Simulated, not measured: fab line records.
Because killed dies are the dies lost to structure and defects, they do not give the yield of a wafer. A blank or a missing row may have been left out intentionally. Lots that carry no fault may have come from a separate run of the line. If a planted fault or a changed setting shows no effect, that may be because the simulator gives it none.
fab line records -- flow nandHarc
record: lots: 11, wafers: 33, lastDay: 24
route steps=1159 shown P_M1@310 P_M2@330 END@1159
lots that met no fault: from a run of the same line without faults
startH: hours from the record's first day to the start of the lot's first wafer shown -- waitH: hours elapsed since this lot's preceding step -- " same as the row above -- L1.1+2: a row that stands for several wafers -- - either no value or no given start -- * or withheld: withheld -- < > ~ a bound
route shown NAME@n: a module of which the file shows steps, and the number in the route of the first -- usual: mean and standard deviation over wafers with no fault -- same: alike in all rows -- chamber/n: place in a boat -- sites: the reading at each site -- _std_site: the standard deviation of these -- _edge_site: mean of outer sites minus mean of inner sites -- radiusMm: for every site, how far away it sits from the centre of the wafer -- mask NAME#n: copy n -- behind: the tool/chamber that last shaped the wafer -- hold: why the lot went on hold/how many hours it stayed there/how the hold came to an end -- device: the n, p or np transistor that did not switch -- end of line: the same wafers' tests at the end of the route -- a step given without rows: its recipe and nothing more -- killed: the dies lost at the first sort to structure and to defects; this is not the yield of the wafer -- map: per-die view of a wafer (x killed, . not killed, _ where there is no die)
set.NAME: the setting as run; set.NAME@STEP: as run at that earlier step -- model.NAME: the simulator's own value behind a step, which no gauge read
one table for each step of the route and one row for each wafer, over a sample of lots
services: when a tool's chamber went out of use (startH, in hours from the record's first day, below 0 if earlier), for how many hours, and the reason
== steps ==
step: NHARC_P_M1_ANNEAL_31
recipe: tempC: 225, timeS: 90
usual: wafer_temp_C_max: 226.10/0.27
same: timeS: 90
lot.wafer,tool,chamber,startH,waitH,wafer_temp_C_max
L869.1,rtpAnneal-02,0,128.50,-,225.56
L869.5,rtpAnneal-02,0,128.50,-,225.78
L869.6,rtpAnneal-02,0,128.50,-,225.72
L874.1,rtpAnneal-02,0,158.28,-,225.87
L874.2,rtpAnneal-02,0,158.28,-,226.11
L874.3,rtpAnneal-02,0,158.28,-,226.24
L877.1,rtpAnneal-01,0,171.34,0.3,226.01
L877.3,rtpAnneal-01,0,171.34,0.3,226.29
L877.5,rtpAnneal-01,0,171.34,0.3,226.13
L876.3,rtpAnneal-01,0,176.46,-,226.19
L876.4,rtpAnneal-01,0,176.46,-,226.23
L876.5,rtpAnneal-01,0,176.46,-,226.36
L881.1,rtpAnneal-02,0,200.21,-,225.94
L881.3,rtpAnneal-02,0,200.21,-,225.51
L881.6,rtpAnneal-02,0,200.21,-,225.74
L884.1,rtpAnneal-01,0,215.84,0.3,226.41
L884.4,rtpAnneal-01,0,215.84,0.3,226.45
L884.5,rtpAnneal-01,0,215.84,0.3,226.12
L885.2,rtpAnneal-02,0,222.00,-,226.05
L885.4,rtpAnneal-02,0,222.00,-,225.91
L885.6,rtpAnneal-02,0,222.00,-,225.98
L886.2,rtpAnneal-01,0,222.60,0.3,226.10
L886.4,rtpAnneal-01,0,222.60,0.3,226.21
L886.6,rtpAnneal-01,0,222.60,0.3,226.36
L887.2,rtpAnneal-01,0,229.84,-,226.02
L887.3,rtpAnneal-01,0,229.84,-,226.25
L887.5,rtpAnneal-01,0,229.84,-,225.86
L892.3,rtpAnneal-01,0,256.91,-,226.45
L892.4,rtpAnneal-01,0,256.91,-,226.10
L892.5,rtpAnneal-01,0,256.91,-,225.87
L891.2,rtpAnneal-02,0,259.71,-,225.87
L891.5,rtpAnneal-02,0,259.71,-,226.14
L891.6,rtpAnneal-02,0,259.71,-,225.83
step: NHARC_P_M1_PRE_CLEAN_32
recipe: timeS: 12, tempC: 370, rfPowerW: 300, gas: NH3
usual: heaterPowerW: 629/71
same: timeS: 12
lot.wafer,tool,chamber,startH,waitH,heaterPowerW
L869.1,pecvd-02,0,129.40,0.1,532
L869.6,pecvd-02,2,129.40,0.1,716
L869.5,pecvd-02,0,129.40,0.1,535
L874.1,pecvd-03,1,159.18,0.1,708
L874.2,pecvd-03,2,159.18,0.1,620
L874.3,pecvd-03,0,159.18,0.1,704
L877.1,pecvd-02,1,172.25,0.1,654
L877.3,pecvd-02,2,172.25,0.1,649
L877.5,pecvd-02,0,172.25,0.1,555
L876.3,pecvd-02,0,177.28,0.1,544
L876.5,pecvd-02,1,177.28,0.1,626
L876.4,pecvd-02,0,177.28,0.1,526
L881.1,pecvd-02,1,202.02,0.7,678
L881.3,pecvd-02,0,202.02,0.7,513
L881.6,pecvd-02,1,202.02,0.7,705
L884.1,pecvd-03,1,216.73,0.1,745
L884.4,pecvd-03,1,216.73,0.1,780
L884.5,pecvd-03,2,216.73,0.1,628
L885.2,pecvd-02,2,222.90,0.1,664
L885.6,pecvd-02,0,222.90,0.1,593
L885.4,pecvd-02,1,222.90,0.1,701
L886.2,pecvd-02,1,223.47,0.1,672
L886.6,pecvd-02,1,223.47,0.1,663
L886.4,pecvd-02,2,223.47,0.1,686
L887.3,pecvd-04,0,230.71,0.1,538
L887.2,pecvd-04,1,230.71,0.1,710
L887.5,pecvd-04,0,230.71,0.1,560
L892.3,pecvd-04,1,257.70,0.1,728
L892.4,pecvd-04,1,257.70,0.1,734
L892.5,pecvd-04,0,257.70,0.1,548
L891.2,pecvd-03,2,260.58,0.1,612
L891.5,pecvd-03,1,260.58,0.1,687
L891.6,pecvd-03,2,260.58,0.1,634
step: NHARC_P_M2_INSPECT_11
usual: rawDefectCount: 4.0/2.3
lot.wafer,tool,chamber,startH,waitH,rawDefectCount
L869.1,defectInspect-02,-,130.84,0.0,1
L869.5,defectInspect-02,-,130.84,0.0,8
L869.6,defectInspect-02,-,130.84,0.0,4
L874.1,defectInspect-01,-,160.51,0.0,5
L874.2,defectInspect-01,-,160.51,0.0,5
L874.3,defectInspect-01,-,160.51,0.0,3
L877.1,defectInspect-01,-,173.70,0.0,3
L877.3,defectInspect-01,-,173.70,0.0,2
L877.5,defectInspect-01,-,173.70,0.0,1
L876.3,defectInspect-02,-,178.68,0.0,2
L876.4,defectInspect-02,-,178.68,0.0,4
L876.5,defectInspect-02,-,178.68,0.0,5
L881.1,defectInspect-02,-,203.50,0.0,8
L881.3,defectInspect-02,-,203.50,0.0,5
L881.6,defectInspect-02,-,203.50,0.0,2
L884.1,defectInspect-02,-,218.19,0.0,5
L884.4,defectInspect-02,-,218.19,0.0,2
L884.5,defectInspect-02,-,218.19,0.0,6
L885.2,defectInspect-01,-,224.32,0.0,4
L885.4,defectInspect-01,-,224.32,0.0,6
L885.6,defectInspect-01,-,224.32,0.0,4
L886.2,defectInspect-02,-,224.83,0.0,834
L886.4,defectInspect-02,-,224.83,0.0,845
L886.6,defectInspect-02,-,224.83,0.0,791
L887.2,defectInspect-01,-,232.02,0.0,1
L887.3,defectInspect-01,-,232.02,0.0,3
L887.5,defectInspect-01,-,232.02,0.0,1
L892.3,defectInspect-01,-,259.15,0.0,3
L892.4,defectInspect-01,-,259.15,0.0,1
L892.5,defectInspect-01,-,259.15,0.0,3
L891.2,defectInspect-01,-,262.06,0.0,3
L891.5,defectInspect-01,-,262.06,0.0,2
L891.6,defectInspect-01,-,262.06,0.0,6
step: NHARC_P_M2_ETCH_35
recipe: targetDepthA: 400, overetchA: 120, timeS: 43.94, ionEnergyEv: 200, n2FlowSccm: 150, h2FlowSccm: 150, arFlowSccm: 0, rfW: 400, biasW: 150, chemistry: N2/H2
usual: chamberPressureMTorr: 30.000/0.027, drypumpMotorCurrentA: 5.8/0.44, oesProductAu: 1.000/0.014, rfVppV: 430.0/2, showerheadPlenumPTorr: 2.02/0.067, throttleValvePct: 14.172/0.0094
same: timeS: 43.94
lot.wafer,tool,chamber,startH,waitH,chamberPressureMTorr,drypumpMotorCurrentA,oesProductAu,rfHoursCounterH,rfVppV,showerheadPlenumPTorr,throttleValvePct
L869.1,rieDiel-09,1,130.99,0.1,29.978,6.1,0.994,2,429.8,2.07,14.170
L869.5,rieDiel-09,3,130.99,0.1,30.042,5.2,1.007,-,429.5,2.02,14.173
L869.6,rieDiel-09,0,130.99,0.1,30.015,6.2,0.999,-,428.0,1.96,14.153
L874.3,rieDiel-09,1,160.66,0.1,30.000,6.1,0.994,3,431.1,2.07,14.190
L874.1,rieDiel-09,2,160.66,0.1,30.002,6.2,1.019,3,431.2,2.08,14.165
L874.2,rieDiel-09,3,160.66,0.1,30.000,5.1,0.998,2,429.2,2.02,14.168
L877.1,rieDiel-03,1,173.85,0.1,30.010,5.4,0.991,26,432.5,2.10,14.170
L877.3,rieDiel-03,3,173.85,0.1,29.980,5.8,0.997,22,428.0,1.94,14.182
L877.5,rieDiel-03,1,173.85,0.1,30.007,5.4,0.987,-,432.5,2.10,14.172
L876.3,rieDiel-09,3,178.83,0.1,29.950,5.2,0.990,3,431.0,2.02,14.153
L876.4,rieDiel-09,0,178.83,0.1,29.972,6.2,1.011,3,428.6,1.96,14.187
L876.5,rieDiel-09,3,178.83,0.1,30.017,5.2,1.007,-,429.6,2.02,14.172
L881.1,rieDiel-04,3,203.66,0.1,30.054,5.6,0.985,37,431.5,2.07,14.165
L881.3,rieDiel-04,1,203.66,0.1,29.998,5.9,0.998,33,431.7,2.08,14.156
L881.6,rieDiel-04,3,203.66,0.1,30.048,5.6,0.983,-,431.0,2.07,14.153
L884.1,rieDiel-09,3,218.34,0.1,29.990,5.2,0.995,4,429.9,2.02,14.168
L884.4,rieDiel-09,0,218.34,0.1,30.016,6.2,0.992,5,428.2,1.96,14.177
L884.5,rieDiel-09,2,218.34,0.1,30.009,6.2,1.022,-,430.5,2.08,14.163
L885.4,rieDiel-09,1,224.47,0.1,30.010,6.1,0.999,5,430.2,2.07,14.163
L885.2,rieDiel-09,3,224.47,0.1,29.976,5.2,0.996,4,429.5,2.02,14.186
L885.6,rieDiel-09,1,224.47,0.1,30.033,6.1,0.986,-,430.9,2.07,14.170
L886.4,rieDiel-04,3,224.97,0.1,30.006,5.6,1.000,46,432.0,2.07,14.173
L886.2,rieDiel-04,1,224.97,0.1,29.983,6.0,0.986,42,431.5,2.07,14.177
L886.6,rieDiel-04,0,224.97,0.1,29.991,5.0,1.022,-,434.3,2.16,14.178
L887.2,rieDiel-03,1,232.18,0.1,30.042,5.4,0.988,1,433.5,2.10,14.170
L887.3,rieDiel-03,2,232.18,0.1,29.985,6.2,1.007,1,427.8,1.90,14.177
L887.5,rieDiel-03,1,232.18,0.1,29.960,5.4,0.989,-,432.4,2.10,14.181
L892.3,rieDiel-03,0,259.30,0.1,29.990,5.1,1.008,4,429.4,2.00,14.168
L892.4,rieDiel-03,1,259.30,0.1,29.977,5.4,0.995,5,432.8,2.10,14.180
L892.5,rieDiel-03,3,259.30,0.1,30.010,5.8,0.970,-,429.6,1.94,14.168
L891.2,rieDiel-04,1,262.22,0.1,29.993,6.0,0.993,56,429.6,2.07,14.174
L891.5,rieDiel-04,3,262.22,0.1,29.961,5.6,0.982,-,432.1,2.06,14.170
L891.6,rieDiel-04,0,262.22,0.1,29.993,5.0,1.006,-,432.5,2.15,14.169
step: NHARC_P_M2_ETCH_15
recipe: targetDepthA: 1825, timeS: 91.2, c4f8FlowSccm: withheld, arFlowSccm: 400, rfW: 600, biasW: 300, chemistry: C4F8/Ar
usual: chamberPressureMTorr: 25.001/0.023, oesProductAu: 0.943/0.024, rfVppV: 440.4/2
same: timeS: 91.2
lot.wafer,tool,chamber,startH,waitH,chamberPressureMTorr,oesProductAu,rfHoursCounterH,rfVppV
L869.1,rieDiel-09,2,-,-,25.004,0.971,2,442.4
L869.6,rieDiel-09,2,-,-,24.961,0.970,-,443.3
L869.5,rieDiel-09,3,-,-,24.987,0.986,-,440.9
L874.3,rieDiel-09,2,-,-,25.013,0.934,3,442.2
L874.2,rieDiel-09,0,-,-,24.984,0.923,3,438.4
L874.1,rieDiel-09,1,-,-,25.005,0.914,3,442.1
L877.3,rieDiel-03,3,-,-,25.016,0.922,22,439.5
L877.1,rieDiel-03,0,-,-,25.010,0.919,24,439.0
L877.5,rieDiel-03,3,-,-,24.996,0.914,-,437.1
L876.4,rieDiel-09,0,-,-,24.941,0.956,3,439.3
L876.3,rieDiel-09,3,-,-,24.968,0.955,3,438.7
L876.5,rieDiel-09,0,-,-,24.996,0.951,-,438.2
L881.3,rieDiel-04,2,-,-,25.023,0.923,34,440.1
L881.1,rieDiel-04,1,-,-,24.952,0.919,33,440.8
L881.6,rieDiel-04,3,-,-,24.990,0.915,-,443.2
L884.1,rieDiel-09,1,-,-,25.008,0.925,5,442.1
L884.4,rieDiel-09,3,-,-,24.993,0.921,4,441.0
L884.5,rieDiel-09,2,-,-,24.970,0.938,-,440.8
L885.4,rieDiel-09,0,-,-,25.014,0.952,5,438.3
L885.2,rieDiel-09,3,-,-,25.009,0.974,4,440.7
L885.6,rieDiel-09,0,-,-,24.977,0.961,-,439.4
L886.2,rieDiel-04,1,-,-,25.053,0.909,42,440.6
L886.4,rieDiel-04,2,-,-,25.051,0.931,44,439.5
L886.6,rieDiel-04,2,-,-,24.966,0.930,-,440.3
L887.3,rieDiel-03,3,-,-,25.006,0.937,1,438.2
L887.2,rieDiel-03,2,-,-,24.990,0.975,1,436.4
L887.5,rieDiel-03,3,-,-,24.991,0.934,-,437.6
L892.4,rieDiel-03,1,-,-,25.029,0.928,5,443.6
L892.3,rieDiel-03,3,-,-,24.981,0.902,5,437.2
L892.5,rieDiel-03,1,-,-,24.967,0.923,-,442.1
L891.2,rieDiel-04,0,-,-,24.998,0.947,57,442.8
L891.6,rieDiel-04,1,-,-,25.015,0.930,-,441.2
L891.5,rieDiel-04,2,-,-,24.976,0.943,-,440.0
step: NHARC_END_SORT_01
recipe: tempC: 25
usual: defectLimitedYield: 95.0/1.7, killedAtArray: 31/11, killedAtOther: 0.5/0.78, killedAtPeriphery: 3.0/2, killedDies: 34/12, killedOpen: 3.2/2, killedShort: 1.9/1.6, sort_bin_2_pct: 1.6/0.67, sort_bin_3_pct: 0.26/0.2, sort_bin_4_pct: 3.2/1.1, sortNPass: 643/12, sortRimYieldPct: 96.8/1.8, sortYieldPct: 95.0/1.7
same: grossDies: 677, sort_bin_5_pct[%]: 0, sort_bin_6_pct[%]: 0, sort_bin_7_pct[%]: 0, sort_bin_8_pct[%]: 0, sortRimNGross: 106.00
lot.wafer,tool,chamber,startH,waitH,defectLimitedYield[%],killedAtArray,killedAtOther,killedAtPeriphery,killedDies,killedOpen,killedShort,sort_bin_2_pct[%],sort_bin_3_pct[%],sort_bin_4_pct[%],sortNPass,sortRimYieldPct[%],sortYieldPct[%]
L874.1,prober-02,0,481.46,2.5,95.9,24,1,3,28,2,3,0.7,0.30,3.1,649,96.2,95.9
L874.2,prober-02,0,482.26,2.8,96.2,23,2,1,26,2,1,0.9,0.59,2.4,651,99.1,96.2
L874.3,prober-02,0,483.06,3.1,94.5,32,1,4,37,7,3,2.1,0.15,3.2,640,98.1,94.5
L881.1,prober-01,0,510.01,2.5,97.5,13,0,4,17,3,3,0.6,0.30,1.6,660,99.1,97.5
L881.3,prober-01,0,511.60,3.1,96.5,20,1,3,24,3,7,1.3,0,2.2,653,97.2,96.5
L881.6,prober-01,0,513.98,4.0,96.8,17,1,4,22,3,0,1.0,0.15,2.1,655,95.3,96.8
L884.1,prober-01,0,540.83,2.5,94.4,35,1,2,38,1,2,2.5,0,3.1,639,97.2,94.4
L884.4,prober-01,0,543.23,3.4,95.0,30,1,3,34,3,0,1.6,0.30,3.1,643,94.3,95.0
L884.5,prober-01,0,544.04,3.7,94.7,32,2,2,36,1,1,2.1,0.30,3.0,641,95.3,94.7
L886.2,prober-02,0,541.62,2.8,85.7,31,0,66,97,2,0,6.8,3.55,4.0,580,87.7,85.7
L886.4,prober-02,0,543.20,3.4,90.3,33,0,33,66,1,2,3.7,1.92,4.1,611,86.8,90.3
L886.6,prober-02,0,544.78,3.9,87.1,29,0,58,87,3,0,4.3,3.55,5.0,590,86.8,87.1
L887.2,prober-01,0,549.45,2.8,95.7,27,0,2,29,2,3,1.2,0.30,2.8,648,100.0,95.7
L887.3,prober-01,0,550.26,3.1,94.5,33,1,3,37,3,3,2.1,0.44,3.0,640,97.2,94.5
L887.5,prober-01,0,551.89,3.8,94.2,37,0,2,39,5,1,0.9,0.30,4.6,638,97.2,94.2
L885.2,prober-02,0,557.20,2.8,94.5,34,0,3,37,2,2,2.1,0,3.4,640,98.1,94.5
L885.4,prober-02,0,558.81,3.4,95.7,28,1,0,29,1,1,1.0,0.30,3.0,648,97.2,95.7
L885.6,prober-02,0,560.43,4.0,95.1,31,1,1,33,4,3,1.2,0,3.7,644,97.2,95.1
L891.2,prober-02,0,564.96,2.7,94.4,36,1,1,38,2,1,1.2,0.30,4.1,639,99.1,94.4
L891.5,prober-02,0,567.34,3.7,95.3,31,0,1,32,1,0,1.3,0.30,3.1,645,96.2,95.3
L891.6,prober-02,0,568.13,4.0,95.1,27,2,4,33,1,1,2.2,0,2.7,644,98.1,95.1
L892.3,prober-01,0,579.50,3.1,96.8,22,0,0,22,2,3,1.0,0,2.2,655,100.0,96.8
L892.4,prober-01,0,580.29,3.4,96.6,21,1,1,23,3,2,1.0,0.44,1.9,654,96.2,96.6
L892.5,prober-01,0,581.09,3.7,97.6,15,0,1,16,3,1,0.7,0,1.6,661,100.0,97.6
killed by level:class
L874.1 A_SLIT:chamberFilmFlake=11 A_ZERO_WELL:chamberFilmFlake=4 A_CONTACT:geometricParticle:open=2 A_ONON_D1:geometricParticle:short=1 A_CHANNEL_HOLE_D1:geometricParticle:short=1 A_SGD_CUT:geometricParticle:short=1 P_ZERO_WELL:chamberFilmFlake=1 P_STI:chamberFilmFlake=1
L874.2 A_SLIT:chamberFilmFlake=8 A_CHANNEL_HOLE_D1:chamberFilmFlake=4 A_STAIRCASE:chamberFilmFlake=4 A_CONTACT:chamberFilmFlake=2 THIN_TSV:chamberFilmFlake=2 A_CONTACT:geometricParticle:open=1 A_M0:geometricParticle:short=1 A_M0:geometricParticle:open=1
L874.3 A_SLIT:chamberFilmFlake=15 A_CHANNEL_HOLE_D1:chamberFilmFlake=3 A_STAIRCASE:chamberFilmFlake=3 P_M0:geometricParticle:open=2 A_STAIRCASE:geometricParticle:open=2 A_ZERO_WELL:chamberFilmFlake=2 P_STI:geometricParticle:short=1 A_ONON_D1:geometricParticle:open=1
L881.1 A_CHANNEL_HOLE_D1:chamberFilmFlake=4 A_CHANNEL_FILL_D1:geometricParticle:short=2 P_M1:chamberFilmFlake=2 A_STAIRCASE:chamberFilmFlake=2 A_CONTACT:chamberFilmFlake=2 P_M1:geometricParticle:open=1 A_ONON_D1:geometricParticle:short=1 A_CHANNEL_FILL_D1:geometricParticle:open=1
L881.3 A_CONTACT:chamberFilmFlake=6 P_M1:chamberFilmFlake=3 A_SOURCE_PLATE:geometricParticle:short=2 A_CONTACT:geometricParticle:open=2 A_CONTACT:geometricParticle:short=2 A_STAIRCASE:chamberFilmFlake=2 A_CHANNEL_HOLE_D1:geometricParticle:short=1 A_CHANNEL_FILL_D1:geometricParticle:short=1
L881.6 A_CONTACT:chamberFilmFlake=8 A_CHANNEL_HOLE_D1:chamberFilmFlake=5 P_GATE:geometricParticle:open=2 P_M1:chamberFilmFlake=2 A_ZERO_WELL:chamberFilmFlake=2 A_CONTACT:geometricParticle:open=1 HYBRID_BOND:chamberFilmFlake=1 A_STAIRCASE:chamberFilmFlake=1
L884.1 A_SLIT:chamberFilmFlake=16 A_STAIRCASE:chamberFilmFlake=6 A_CHANNEL_HOLE_D1:chamberFilmFlake=4 A_CONTACT:chamberFilmFlake=3 A_WL_FILL:chamberFilmFlake=3 P_M0:geometricParticle:short=1 A_WL_FILL:geometricParticle:open=1 A_CONTACT:geometricParticle:short=1
L886.2 P_M1:unspecified=64 A_SLIT:chamberFilmFlake=16 A_CHANNEL_HOLE_D1:chamberFilmFlake=6 A_CONTACT:chamberFilmFlake=6 P_GATE:geometricParticle:open=1 P_M2:geometricParticle:open=1 A_CHANNEL_FILL_D1:chamberFilmFlake=1 A_STAIRCASE:chamberFilmFlake=1
L886.4 P_M1:unspecified=31 A_SLIT:chamberFilmFlake=16 A_CHANNEL_HOLE_D1:chamberFilmFlake=7 A_CONTACT:chamberFilmFlake=5 A_CHANNEL_FILL_D1:chamberFilmFlake=2 P_CONTACT:geometricParticle:open=1 P_CONTACT:geometricParticle:short=1 A_CONTACT:geometricParticle:short=1
L884.4 A_SLIT:chamberFilmFlake=17 A_CONTACT:chamberFilmFlake=5 A_CHANNEL_HOLE_D1:chamberFilmFlake=4 A_STAIRCASE:chamberFilmFlake=2 P_GATE:geometricParticle:open=1 P_M2:geometricParticle:open=1 A_CHANNEL_FILL_D1:geometricParticle:open=1 P_M1:chamberFilmFlake=1
L884.5 A_SLIT:chamberFilmFlake=18 A_STAIRCASE:chamberFilmFlake=6 A_CHANNEL_HOLE_D1:chamberFilmFlake=5 THIN_TSV:chamberFilmFlake=2 P_M1:geometricParticle:short=1 A_CHANNEL_FILL_D1:geometricParticle:open=1 P_M1:chamberFilmFlake=1 A_CHANNEL_FILL_D1:chamberFilmFlake=1
L886.6 P_M1:unspecified=55 A_SLIT:chamberFilmFlake=16 A_CHANNEL_HOLE_D1:chamberFilmFlake=5 A_CONTACT:chamberFilmFlake=3 A_STAIRCASE:chamberFilmFlake=2 P_CONTACT:geometricParticle:open=1 A_CHANNEL_FILL_D1:geometricParticle:open=1 A_CONTACT:geometricParticle:open=1
L887.2 A_SLIT:chamberFilmFlake=14 A_CHANNEL_HOLE_D1:chamberFilmFlake=7 A_CONTACT:chamberFilmFlake=2 P_GATE:geometricParticle:short=1 P_M0:geometricParticle:short=1 A_SGD_CUT:geometricParticle:open=1 A_WL_FILL:geometricParticle:short=1 A_M1:geometricParticle:open=1
L887.3 A_SLIT:chamberFilmFlake=20 A_CHANNEL_HOLE_D1:chamberFilmFlake=4 A_WL_FILL:chamberFilmFlake=4 A_CONTACT:chamberFilmFlake=2 P_GATE:geometricParticle:open=1 P_M0:geometricParticle:open=1 A_ONON_D1:geometricParticle:short=1 A_WL_FILL:geometricParticle:short=1
L887.5 A_SLIT:chamberFilmFlake=19 A_CHANNEL_HOLE_D1:chamberFilmFlake=5 A_M0:geometricParticle:open=3 A_WL_FILL:chamberFilmFlake=3 A_ZERO_WELL:chamberFilmFlake=2 A_CONTACT:chamberFilmFlake=2 P_M0:geometricParticle:short=1 A_WL_FILL:geometricParticle:open=1
L885.2 A_CHANNEL_HOLE_D1:chamberFilmFlake=23 A_CONTACT:chamberFilmFlake=6 A_ONON_D1:geometricParticle:short=2 P_CONTACT:geometricParticle:open=1 A_CHANNEL_FILL_D1:geometricParticle:open=1 P_GATE:chamberFilmFlake=1 P_M1:chamberFilmFlake=1 A_ZERO_WELL:chamberFilmFlake=1
L885.4 A_CHANNEL_HOLE_D1:chamberFilmFlake=20 A_CONTACT:chamberFilmFlake=5 A_ONON_D1:geometricParticle:short=1 A_M0:geometricParticle:open=1 A_CHANNEL_FILL_D1:chamberFilmFlake=1 THIN_TSV:chamberFilmFlake=1
L885.6 A_CHANNEL_HOLE_D1:chamberFilmFlake=20 A_CONTACT:chamberFilmFlake=3 A_M0:geometricParticle:open=2 A_ONON_D1:geometricParticle:open=1 A_ONON_D1:geometricParticle:short=1 A_CHANNEL_FILL_D1:geometricParticle:open=1 A_WL_FILL:geometricParticle:short=1 A_M1:geometricParticle:short=1
L891.2 A_SLIT:chamberFilmFlake=18 A_CHANNEL_HOLE_D1:chamberFilmFlake=8 A_ONON_D1:geometricParticle:open=2 A_CHANNEL_FILL_D1:chamberFilmFlake=2 A_STAIRCASE:chamberFilmFlake=2 A_WL_FILL:chamberFilmFlake=2 A_WL_FILL:geometricParticle:short=1 P_STI:chamberFilmFlake=1
L891.5 A_SLIT:chamberFilmFlake=25 A_WL_FILL:chamberFilmFlake=3 A_CHANNEL_HOLE_D1:chamberFilmFlake=2 A_CONTACT:geometricParticle:open=1 P_M2:chamberFilmFlake=1
L891.6 A_SLIT:chamberFilmFlake=19 A_CHANNEL_HOLE_D1:chamberFilmFlake=5 P_M2:chamberFilmFlake=2 THIN_TSV:chamberFilmFlake=2 P_M1:geometricParticle:open=1 A_CHANNEL_HOLE_D1:geometricParticle:short=1 P_STI:chamberFilmFlake=1 A_CHANNEL_FILL_D1:chamberFilmFlake=1
L892.3 A_CHANNEL_HOLE_D1:chamberFilmFlake=11 A_CONTACT:chamberFilmFlake=3 A_WL_FILL:chamberFilmFlake=2 A_CHANNEL_HOLE_D1:geometricParticle:open=1 A_CHANNEL_FILL_D1:geometricParticle:short=1 A_WL_FILL:geometricParticle:short=1 A_BLC:geometricParticle:short=1 A_M0:geometricParticle:open=1
L892.4 A_CHANNEL_HOLE_D1:chamberFilmFlake=12 A_CONTACT:chamberFilmFlake=4 A_STAIRCASE:chamberFilmFlake=2 P_STI:geometricParticle:open=1 A_ONON_D1:geometricParticle:short=1 A_CHANNEL_FILL_D1:geometricParticle:short=1 A_SGD_CUT:geometricParticle:open=1 STARTING-WAFER:geometricParticle:open=1
L892.5 A_CHANNEL_HOLE_D1:chamberFilmFlake=7 A_WL_FILL:chamberFilmFlake=2 A_CONTACT:chamberFilmFlake=2 P_CONTACT:geometricParticle:open=1 A_SGD_CUT:geometricParticle:short=1 A_SGD_CUT:geometricParticle:open=1 A_M1:geometricParticle:open=1 A_SLIT:chamberFilmFlake=1
== services ==
tool,chamber,startH,hours,kind
rieDiel-09,0,110.60,-,clean
rieDiel-09,1,110.60,-,clean
rieDiel-09,2,110.60,-,clean
rieDiel-09,3,110.60,-,clean
pecvd-03,-,111.46,13.0,pm
rieDiel-04,-,111.97,9.0,pm
pecvd-02,-,112.66,1.0,repair
rieDiel-09,0,135.10,-,clean
rieDiel-09,1,135.10,-,clean
rieDiel-09,2,135.10,-,clean
rieDiel-09,3,135.10,-,clean
pecvd-02,-,153.45,13.0,pm
pecvd-03,1,160.35,10.1,repair
rieDiel-03,0,177.10,7.7,repair
pecvd-04,-,195.22,13.0,pm
pecvd-03,1,199.78,1.7,repair
rieDiel-03,-,215.33,9.0,pm
rieDiel-03,0,231.57,7.3,repair
rieDiel-09,1,233.48,4.4,repair
rieDiel-03,1,243.99,2.7,repair
rieDiel-03,-,251.19,0.2,repair
pecvd-03,0,253.10,7.8,repair
rieDiel-09,-,254.10,9.0,pm
pecvd-04,-,256.21,0.8,repair
== key ==
firstSign: step: NHARC_P_M2_INSPECT_11, reading: rawDefectCount, direction: up, sigmas: 99+, usual: 4.0, struck: 823.3
effect: step: NHARC_END_SORT_01, reading: killedAtPeriphery, direction: up, sigmas: 25, usual: 3.0, struck: 52.3
moreKillsBornAt: NHARC_P_M1_PRE_CLEAN_32@pecvd-02: 150
metAt NHARC_P_M1_PRE_CLEAN_32
struckLots L886
notActingAt NHARC_P_M1_ANNEAL_31,NHARC_P_M2_ETCH_35,NHARC_P_M2_ETCH_15
onsetBetween 222.90 223.47
fault: kind: chamberParticleSource, tool: pecvd-02, chamber: -, onsetH: 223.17, steps: NHARC_P_M1_PRE_CLEAN_32, ratePerVisitCm2: 1.2692
